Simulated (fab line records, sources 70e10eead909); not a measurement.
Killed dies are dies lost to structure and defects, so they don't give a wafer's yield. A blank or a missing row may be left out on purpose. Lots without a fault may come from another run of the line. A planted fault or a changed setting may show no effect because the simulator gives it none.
Which tool did it? | flow nand_harc | 12 lots, 36 wafers sampled, at 5 steps of a route of 1159

WHAT THE GAUGES READ, wafer by wafer
NHARC_END_SORT_01. Usual: killed_at_array 27, standard deviation 9.9; killed_at_other 0.6, standard deviation 0.84; killed_at_periphery 3.7, standard deviation 2.5; killed_dies 31, standard deviation 9.9; killed_open 3.0, standard deviation 1.6; killed_short 1.9, standard deviation 1.2.
lot  | measured     | on        | killed_at_array | killed_at_other | killed_at_periphery | killed_dies | killed_open | killed_short | flag
L264 | day 22 05:56 | prober-02 | 15 15 15        | 0 1 1           | 6 5 12              | 21 21 28    | 5 2 4       | 3 3 2        |
L263 | day 21 13:40 | prober-02 | 20 27 16        | 0 2 1           | 1 4 2               | 21 33 19    | 2 2 3       | 3 2 3        |
L265 | day 21 13:38 | prober-01 | 37 25 30        | 0 0 0           | 3 5 2               | 40 30 32    | 4 3 4       | 3 4 3        |

WHICH TOOL RAN EACH LOT (tool, then ch and the chambers of the sampled wafers, then the start)
lot  | NHARC_A_STAIRCASE_HM_DEP_462  | NHARC_A_STAIRCASE_ETCH_453                    | NHARC_A_STAIRCASE_ETCH_315                    | NHARC_A_STAIRCASE_DEP_325
L255 | acl_dep-03 ch 0, day 11 18:43 | rie_diel-08 ch 0,1,2, day 13 01:45 or earlier | rie_diel-08 ch 0,3, day 13 01:45 or earlier   | pecvd-01 ch 0,2, day 13 01:45
L258 | acl_dep-02 ch 0, day 11 21:10 | rie_diel-03 ch 2,3, day 13 01:39 or earlier   | rie_diel-03 ch 0,1,2, day 13 01:39 or earlier | pecvd-03 ch 0,1,2, day 13 01:39
L257 | acl_dep-03 ch 0, day 12 07:50 | rie_diel-08 ch 0,2,3, day 13 19:14 or earlier | rie_diel-08 ch 0,2,3, day 13 19:14 or earlier | pecvd-03 ch 1,2, day 13 19:14
L261 | acl_dep-01 ch 0, day 12 17:31 | rie_diel-03 ch 1,2,3, day 14 06:23 or earlier | rie_diel-03 ch 0,1,3, day 14 06:23 or earlier | pecvd-03 ch 0,2, day 14 06:23
L262 | acl_dep-03 ch 0, day 13 12:56 | rie_diel-03 ch 0,1,2, day 15 01:05 or earlier | rie_diel-03 ch 1,2,3, day 15 01:05 or earlier | pecvd-03 ch 0,1,2, day 15 01:05
L264 | acl_dep-01 ch 0, day 14 02:59 | rie_diel-12 ch 1,2,3, day 15 17:24 or earlier | rie_diel-12 ch 1,3, day 15 17:24 or earlier   | pecvd-03 ch 0,1,2, day 15 17:24
L263 | acl_dep-02 ch 0, day 14 03:43 | rie_diel-08 ch 0,1,2, day 15 16:49 or earlier | rie_diel-08 ch 0,1,3, day 15 16:49 or earlier | pecvd-03 ch 0,2, day 15 16:49
L265 | acl_dep-01 ch 0, day 14 06:24 | rie_diel-12 ch 1,2, day 15 17:01 or earlier   | rie_diel-12 ch 2,3, day 15 17:01 or earlier   | pecvd-01 ch 0,1,2, day 15 17:01
L267 | acl_dep-03 ch 0, day 14 14:16 | rie_diel-08 ch 0,1,2, day 16 06:02 or earlier | rie_diel-08 ch 0,1,3, day 16 06:02 or earlier | pecvd-03 ch 0,1,2, day 16 06:02
L272 | acl_dep-01 ch 0, day 15 18:52 | rie_diel-08 ch 2,3, day 17 07:57 or earlier   | rie_diel-08 ch 0,2, day 17 07:57 or earlier   | pecvd-03 ch 0,1, day 17 07:57
L274 | acl_dep-03 ch 0, day 16 15:39 | rie_diel-03 ch 0,2,3, day 18 12:49 or earlier | rie_diel-03 ch 0,2,3, day 18 12:49 or earlier | pecvd-03 ch 0,1, day 18 12:49
L278 | acl_dep-02 ch 0, day 17 15:47 | rie_diel-12 ch 2,3, day 19 03:26 or earlier   | rie_diel-12 ch 1,2,3, day 19 03:26 or earlier | pecvd-01 ch 0,2, day 19 03:26
- NHARC_A_STAIRCASE_HM_DEP_462: deposits aC, target thk 800 nm.
- NHARC_A_STAIRCASE_ETCH_453: etches the open film in CF4/O2, target depth 30 nm, overetch 3 nm, time 16.5 s.
- NHARC_A_STAIRCASE_ETCH_315: etches the open film in C4F8/O2/Ar, target depth 2500 nm, time 607.1 s.
- NHARC_A_STAIRCASE_DEP_325: deposits SiO2, target thk 3800 nm.

WHAT THE TOOLS THEMSELVES READ (means of the sampled wafers that have a number; where no wafer has one, the mark that the record gives instead)
NHARC_A_STAIRCASE_HM_DEP_462. Usual: throttle_valve_pct 35.000 %, standard deviation 0.0098.
lot  | tool       | throttle_valve_pct (%) | flag
L255 | acl_dep-03 | 34.998                 |
L258 | acl_dep-02 | 34.998                 |
L257 | acl_dep-03 | 34.997                 |
L261 | acl_dep-01 | 34.995                 |
L262 | acl_dep-03 | 35.001                 |
L264 | acl_dep-01 | 35.000                 |
L263 | acl_dep-02 | 35.003                 |
L265 | acl_dep-01 | 34.996                 |
L267 | acl_dep-03 | 35.012                 |
L272 | acl_dep-01 | 34.994                 |
L274 | acl_dep-03 | 34.995                 |
L278 | acl_dep-02 | 34.998                 |

NHARC_A_STAIRCASE_ETCH_453. Usual: bias_w 100.03 W, standard deviation 0.3; drypump_motor_current_A 6.0 A, standard deviation 0.41; oes_f_703_au 1.000 a.u., standard deviation 0.0046; oes_o_777_au 1.000 a.u., standard deviation 0.0044; oes_product_au 1.000 a.u., standard deviation 0.0097; rf_vpp_V 197.0 V, standard deviation 1.2; showerhead_plenum_p_Torr 1.30 Torr, standard deviation 0.044; throttle_valve_pct 13.398 %, standard deviation 0.0091.
lot  | tool        | bias_w (W) | drypump_motor_current_A (A) | oes_f_703_au (a.u.) | oes_o_777_au (a.u.) | oes_product_au (a.u.) | rf_vpp_V (V) | showerhead_plenum_p_Torr (Torr) | throttle_valve_pct (%) | flag
L255 | rie_diel-08 | 99.93      | 6.2                         | 0.998               | 0.998               | 1.003                 | 197.5        | 1.30                            | 13.391                 |
L258 | rie_diel-03 | 100.21     | 5.5                         | 0.992               | 1.003               | 1.004                 | 196.4        | 1.28                            | 13.404                 |
L257 | rie_diel-08 | 99.95      | 6.0                         | 1.001               | 0.999               | 0.984                 | 197.4        | 1.31                            | 13.400                 |
L261 | rie_diel-03 | 99.97      | 5.6                         | 1.001               | 1.001               | 1.010                 | 197.0        | 1.29                            | 13.398                 |
L262 | rie_diel-03 | 100.01     | 6.0                         | 0.999               | 0.999               | 1.012                 | 196.6        | 1.26                            | 13.396                 |
L264 | rie_diel-12 | 100.03     | 6.2                         | 0.999               | 1.000               | 0.998                 | 197.8        | 1.35                            | 13.398                 |
L263 | rie_diel-08 | 99.60      | 6.2                         | 1.002               | 1.003               | 0.989                 | 197.2        | 1.30                            | 13.396                 |
L265 | rie_diel-12 | 100.08     | 6.2                         | 0.997               | 0.998               | 1.002                 | 197.4        | 1.34                            | 13.398                 |
L267 | rie_diel-08 | 99.97      | 6.2                         | 0.999               | 1.002               | 1.000                 | 197.1        | 1.30                            | 13.390                 |
L272 | rie_diel-08 | 100.29     | 6.2                         | 1.005               | 1.001               | 0.989                 | 197.5        | 1.33                            | 13.402                 |
L274 | rie_diel-03 | 99.85      | 5.8                         | 1.005               | 0.998               | 1.001                 | 197.1        | 1.27                            | 13.394                 |
L278 | rie_diel-12 | 99.99      | 6.4                         | 0.996               | 1.003               | 0.995                 | 197.7        | 1.38                            | 13.397                 |

NHARC_A_STAIRCASE_ETCH_315. Usual: bias_w 2999 W, standard deviation 8.3; oes_product_au 0.932 a.u., standard deviation 0.011; rf_vpp_V 1820 V, standard deviation 8.2.
lot  | tool        | bias_w (W) | oes_product_au (a.u.) | rf_vpp_V (V) | flag
L255 | rie_diel-08 | 2990       | 0.920                 | 1815         |
L258 | rie_diel-03 | 2995       | 0.936                 | 1813         |
L257 | rie_diel-08 | 2995       | 0.948                 | 1822         |
L261 | rie_diel-03 | 2997       | 0.935                 | 1817         |
L262 | rie_diel-03 | 2993       | 0.930                 | 1817         |
L264 | rie_diel-12 | 2997       | 0.925                 | 1829         |
L263 | rie_diel-08 | 3008       | 0.929                 | 1816         |
L265 | rie_diel-12 | 2997       | 0.935                 | 1836         |
L267 | rie_diel-08 | 3001       | 0.928                 | 1816         |
L272 | rie_diel-08 | 3002       | 0.931                 | 1818         |
L274 | rie_diel-03 | 2994       | 0.937                 | 1815         |
L278 | rie_diel-12 | 3006       | 0.932                 | 1827         |

NHARC_A_STAIRCASE_DEP_325. Usual: heater_power_outer_w 370 W, standard deviation 64; heater_power_w 633 W, standard deviation 97; mfc_precursor_sccm 199.9 sccm, standard deviation 0.56.
lot  | tool     | heater_power_outer_w (W) | heater_power_w (W) | mfc_precursor_sccm (sccm) | flag
L255 | pecvd-01 | 419                      | 738                | 199.9                     |
L258 | pecvd-03 | 332                      | 564                | 200.0                     |
L257 | pecvd-03 | 354                      | 589                | 199.6                     |
L261 | pecvd-03 | 350                      | 588                | 199.7                     |
L262 | pecvd-03 | 353                      | 583                | 200.1                     |
L264 | pecvd-03 | 336                      | 583                | 199.6                     |
L263 | pecvd-03 | 307                      | 539                | 200.1                     |
L265 | pecvd-01 | 433                      | 740                | 200.1                     |
L267 | pecvd-03 | 321                      | 552                | 200.6                     |
L272 | pecvd-03 | 346                      | 604                | 234.3                     | OFF
L274 | pecvd-03 | 378                      | 638                | 234.2                     | OFF
L278 | pecvd-01 | 392                      | 689                | 199.6                     |

THE ANSWER, worked out from the rows above alone
Rule: a lot is off if the mean of its wafers that have a number lies more than 3 standard deviations from the usual mean. A lot without any number at a reading at which 4 lots or more have one is off too. The other lots that the step has rows for count as sound. The gauges are gone through in route order, then the tools' own readings, and for those a lot's mean is taken as printed above. The first step at which some lot is off is used, and at that step the reading that is off furthest; a lot without a number counts as furthest.
Off: L272, L274, at NHARC_A_STAIRCASE_DEP_325 (mfc_precursor_sccm).
A tool fits if, at that step or a process step before it, it ran every lot that is off, and no sound lot after the first of them. NHARC_A_STAIRCASE_ETCH_453 gives no start for some lots, so the hours and the order of its lots are those of NHARC_A_STAIRCASE_DEP_325. NHARC_A_STAIRCASE_ETCH_315 gives no start for some lots, so the hours and the order of its lots are those of NHARC_A_STAIRCASE_DEP_325. One fits: pecvd-03 at NHARC_A_STAIRCASE_DEP_325. Its last sound lot is L267 (day 16 06:02), its first lot that is off L272 (day 17 07:57): a fault that began between those two fits.
The tool's own readings at NHARC_A_STAIRCASE_DEP_325 bear it out: on the lots that are off they differ by more than 5 times the standard deviation of the sound lots' means. mfc_precursor_sccm reads 234.2 sccm there against 199.9 sccm on the sound lots.

WHAT THE SIMULATOR HAD PUT IN
Process parameter drift: pecvd-03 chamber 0, from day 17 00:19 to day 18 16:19, at NHARC_A_STAIRCASE_DEP_325. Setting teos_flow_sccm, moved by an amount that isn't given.
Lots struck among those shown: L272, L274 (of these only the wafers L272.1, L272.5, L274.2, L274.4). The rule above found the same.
